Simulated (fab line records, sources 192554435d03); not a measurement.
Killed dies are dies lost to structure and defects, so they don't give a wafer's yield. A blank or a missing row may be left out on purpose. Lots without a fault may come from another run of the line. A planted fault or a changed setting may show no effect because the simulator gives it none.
Split-lot experiment | flow n5_finfet | 7 lots, 39 wafers read, on a route of 1938 steps

THE SPLIT
At N5_BEOL_M2_TRENCH_ETCH_37 (etches SiOC in C4F6/O2, target depth 55.555 nm, time 29.2 s), the setting target_depth_a was moved away from the recipe's 555.55 angstrom on 12 of the 39 wafers read, by -29.4% to +58.5%. The other wafers ran this setting at the recipe's value.

FROM THE SPLIT TO THE READING: what the file shows between them, 8 steps
- N5_BEOL_M2_ETCH_41: etches SiCN in CH3F/O2, target depth 29.9 nm, time 52.5 s
- N5_BEOL_M2_STRIP_97: strips in N2/H2, time 10 s
- N5_BEOL_M2_OCD_MEAS_38
- N5_BEOL_M2_HM_STRIP_39: strips TiN in peroxide tin strip, target depth 25 nm, time 158 s
- N5_BEOL_M2_SRD_40: time 30 s
- N5_BEOL_M2_ECD_50: material Cu, target thk 300 nm
- N5_BEOL_M2_ANNEAL_51: time 90 s
- N5_BEOL_M2_CMP_52: polishes, stops on SiOC, t overpolish 6.8 s, target thk 40 nm

THE READING
M2_THK, in nm, at N5_BEOL_M2_THK_MEAS_53 (measures by xrf). Fault-free wafers of this fab line usually give 40.5 nm, standard deviation 1.5 nm.

wafer  | tool, chamber at the split | target_depth_a as run, angstrom | against the recipe | M2_THK, nm | against lot-mates on the recipe
L075.1 | rie_diel-04, 0             | 555.55                          | recipe             | 40.7       | -
L075.2 | rie_diel-04, 3             | 880.7                           | +58.5%             | 73.3       | +32.8
L075.3 | rie_diel-04, 1             | 880.7                           | +58.5%             | 72.0       | +31.5
L075.4 | rie_diel-04, 0             | 880.7                           | +58.5%             | 72.5       | +32.0
L075.5 | rie_diel-04, 3             | 555.55                          | recipe             | 41.0       | -
L075.6 | rie_diel-04, 1             | 555.55                          | recipe             | 39.9       | -
L079.1 | rie_diel-05, 2             | 555.55                          | recipe             | 41.8       | -
L079.2 | rie_diel-05, 1             | 555.55                          | recipe             | 40.4       | -
L079.3 | rie_diel-05, 0             | 555.55                          | recipe             | 39.1       | -
L079.4 | rie_diel-05, 3             | 555.55                          | recipe             | 41.0       | -
L079.5 | rie_diel-05, 1             | 555.55                          | recipe             | 42.4       | -
L079.6 | rie_diel-05, 2             | 555.55                          | recipe             | 41.2       | -
L085.1 | rie_diel-05, 2             | 555.55                          | recipe             | 39.4       | -
L085.2 | rie_diel-05, 1             | 430.7                           | -22.5%             | 28.7       | -11.9
L085.3 | rie_diel-05, 0             | 555.55                          | recipe             | 40.3       | -
L085.4 | rie_diel-05, 3             | 555.55                          | recipe             | 42.1       | -
L085.5 | rie_diel-05, 1             | 430.7                           | -22.5%             | 28.7       | -11.9
L085.6 | rie_diel-05, 2             | 430.7                           | -22.5%             | 29.4       | -11.2
L087.1 | rie_diel-04, 2             | 392                             | -29.4%             | 23.0       | -17.8
L087.2 | rie_diel-04, 0             | 555.55                          | recipe             | 39.7       | -
L087.3 | rie_diel-04, 1             | 392                             | -29.4%             | 24.9       | -15.9
L087.4 | rie_diel-04, 3             | 555.55                          | recipe             | 42.0       | -
L087.5 | rie_diel-04, 0             | 392                             | -29.4%             | 21.8       | -19.0
L087.6 | rie_diel-04, 3             | 555.55                          | recipe             | 40.7       | -
L090.1 | rie_diel-04, 1             | 555.55                          | recipe             | 40.3       | -
L090.2 | rie_diel-04, 0             | 555.55                          | recipe             | 40.8       | -
L090.3 | rie_diel-04, 2             | 555.55                          | recipe             | 39.2       | -
L090.4 | rie_diel-04, 3             | 555.55                          | recipe             | 41.3       | -
L090.5 | rie_diel-04, 1             | 555.55                          | recipe             | 41.3       | -
L090.6 | rie_diel-04, 0             | 555.55                          | recipe             | 41.1       | -
L095.1 | rie_diel-04, 0             | 821.9                           | +47.9%             | 67.9       | +28.2
L095.2 | rie_diel-04, 2             | 555.55                          | recipe             | 39.7       | -
L095.3 | rie_diel-04, 1             | 821.9                           | +47.9%             | 68.2       | +28.5
L095.4 | rie_diel-04, 2             | 555.55                          | recipe             | 37.7       | -
L095.5 | rie_diel-04, 1             | 555.55                          | recipe             | 41.8       | -
L095.6 | rie_diel-04, 0             | 821.9                           | +47.9%             | 68.9       | +29.2
L097.1 | rie_diel-06, 1             | 555.55                          | recipe             | 39.5       | -
L097.3 | rie_diel-06, 3             | 555.55                          | recipe             | 43.6       | -
L097.6 | rie_diel-06, 0             | 555.55                          | recipe             | 44.1       | -

THE FIT
A straight line over all 39 wafers: M2_THK changes by +0.559 nm for each +1% of target_depth_a; r = +0.99; the points scatter about the line by 1.3 nm.
The same after taking each lot's own level away (the mean of its wafers on the recipe; 39 wafers): +0.567 nm for each +1%; r = +1.00; scatter 1.3 nm.
On that fit, the largest move of target_depth_a shifts the reading by 33 nm.
The lots' own levels span 39.73 to 42.40 nm, that is 1.8 times the standard deviation above.
So the lot-to-lot level changes the slope little: the two slopes agree.
Check: with one of the wafers moved furthest among these (+58.5%) left out of the fit, the line predicts +33.3 nm for it against its lot-mates. It came out at +32.8 nm against them.

OTHER SPLITS ON THESE WAFERS
These wafers also went through other splits before the reading. Each is held against what the fit with the lots' levels taken away leaves over:
other split on the same wafers         | wafers away from the commonest value | r with M2_THK (lot level and that fit taken away)
N5_SPACER0_ALD_00 ald_cycles           | 15                                   | +0.12
N5_SD_EPI_N_EPI_21 time_s              | 15                                   | -0.21
N5_MOL_CONTACT_COAG_ALD_27 ald_cycles  | 9                                    | -0.06
N5_MOL_CONTACT_COAG_ALD_133 ald_cycles | 15                                   | -0.10

THE WHOLE CHAIN: every reading that the file lists as answering this split, in the file's order
step                      | what it does                                                  | reading                                                                          | change (the file's fit)                | r (the file's)
N5_BEOL_M2_TRENCH_ETCH_37 | etches SiOC in C4F6/O2, target depth 55.555 nm, time 29.2 s   | etch.depth_nm (the simulator's own value, which no gauge read)                   | +0.568 nm for each +1% of the setting  | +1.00
N5_BEOL_M2_TRENCH_ETCH_37 | etches SiOC in C4F6/O2, target depth 55.555 nm, time 29.2 s   | BEOL_M2.feature_depth_nm (the simulator's own value, which no gauge read)        | +0.568 nm for each +1% of the setting  | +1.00
N5_BEOL_M2_TRENCH_ETCH_37 | etches SiOC in C4F6/O2, target depth 55.555 nm, time 29.2 s   | TiN_of_BEOL_M2_HM_DEP_02.thk_nm (the simulator's own value, which no gauge read) | -0.0219 nm for each +1% of the setting | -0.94
N5_BEOL_M2_OCD_MEAS_38    |                                                               | trench_depth_nm                                                                  | +0.57 nm for each +1% of the setting   | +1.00
N5_BEOL_M2_CMP_52         | polishes, stops on SiOC, t overpolish 6.8 s, target thk 40 nm | Cu_of_BEOL_M2_ECD_50.thk_nm (the simulator's own value, which no gauge read)     | +0.562 nm for each +1% of the setting  | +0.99
N5_BEOL_M2_THK_MEAS_53    | measures by xrf                                               | M2_THK                                                                           | +0.568 for each +1% of the setting     | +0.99

THE FILE'S OWN FIT
M2_THK changes by +0.568 nm for each +1% of target_depth_a, r = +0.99.
